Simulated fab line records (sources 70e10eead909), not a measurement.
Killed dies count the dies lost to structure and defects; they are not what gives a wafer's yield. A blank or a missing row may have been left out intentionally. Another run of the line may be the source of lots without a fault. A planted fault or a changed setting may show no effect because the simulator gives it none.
Matching of chambers ; flow nandHarc ; rieDiel-13 running NHARC_A_SGD_CUT_ETCHBACK_24: 4 sister chambers
The step etches the open film in CH3F/O2, target depth 50 nm, time 92.857 s. 4 wafers are shown with their chamber, then 7 later ones without.

== WAFERS, EACH WITH ITS CHAMBER ==
wafer;chamber;showerheadPlenumPTorr (Torr)
L079.4;3;2.60
L081.6;0;2.38
L090.1;1;2.58
L090.2;2;2.54

== WAFERS WHOSE CHAMBER IS MISSING ==
wafer;showerheadPlenumPTorr (Torr)
L090.4;2.37
L094.1;2.54
L094.3;2.37
L094.5;2.58
L095.2;2.58
L095.4;2.58
L095.5;2.54

== EACH ONE'S CHAMBER ==
wafer;from the rows above;in truth
L090.4;0;0
L094.1;2;2
L094.3;0;0
L094.5;1;1
L095.2;1;1
L095.4;1;1
L095.5;2;2
7 of 7 placed correctly. Left unplaced by these rows: 0. Wrongly placed: 0.
How it was worked out, from the rows above alone: a wafer's distance from a chamber is the root of the sum, over the readings, of the square of ((its reading less the chamber's mean) divided by the reading's scatter). The wafer belongs to the nearest chamber; if the next one is less than 2 further off, it can't be placed. For every chamber, the mean is computed from those of its wafers that are shown. The scatter: with one shown wafer a chamber, the root of the mean of the squares of how far each hidden wafer lies from its nearest shown one.
